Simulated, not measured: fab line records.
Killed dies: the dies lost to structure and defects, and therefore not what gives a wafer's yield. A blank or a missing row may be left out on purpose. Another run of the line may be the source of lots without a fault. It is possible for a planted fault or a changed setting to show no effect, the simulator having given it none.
Chamber matching ; flow n5Finfet ; 3 sister chambers for N5_BEOL_M8_PECVD_70 on pecvd-01
The step deposits SiO2 from TEOS/O2, target thk 20 nm, time 22.7 s. 6 wafers are shown with their chamber, then 12 later ones without.

WAFERS, EACH WITH ITS CHAMBER
wafer;chamber;throttleValvePct (%);showerheadPlenumPTorr (Torr)
L088.2;2;20.8;8.86
L088.4;0;22.9;8.77
L088.6;2;21.0;8.89
L087.2;1;22.8;8.81
L087.4;1;22.8;8.80
L087.6;0;22.7;8.77

WAFERS WITHOUT THEIR CHAMBER
wafer;throttleValvePct (%);showerheadPlenumPTorr (Torr)
L089.1;20.7;8.86
L089.5;22.7;8.76
L089.6;20.8;8.87
L090.1;22.7;8.76
L090.3;20.8;8.86
L090.5;22.8;8.78
L093.2;23.3;8.83
L093.4;21.1;8.87
L093.6;23.3;8.81
L096.1;22.9;8.77
L096.2;23.0;8.80
L096.3;20.9;8.89

WHICH CHAMBER EACH WENT THROUGH
wafer;from the rows above;in truth
L089.1;2;2
L089.5;0;0
L089.6;2;2
L090.1;0;0
L090.3;2;2
L090.5;can't be placed: 0 or 1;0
L093.2;can't be placed: 1 or 0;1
L093.4;2;2
L093.6;can't be placed: 1 or 0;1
L096.1;can't be placed: 0 or 1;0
L096.2;can't be placed: 1 or 0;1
L096.3;2;2
Correct placement for 7 of the 12. Cannot be placed on the basis of these rows: 5; the candidates contain the true chamber in 5. Placed wrongly: 0.
How it was worked out, from the rows above alone: a wafer's distance from a chamber is the root of the sum, over the readings, of the square of ((its reading less the chamber's mean) divided by the reading's scatter). If the next closest chamber is less than 2 further off than the closest, the wafer can't be placed; otherwise it belongs to the closest. The mean given for a chamber averages the wafers shown for that chamber. The scatter is the square root of a quotient: the sum, over the shown wafers, of each reading's squared deviation from its chamber's mean, divided by wafers minus chambers.
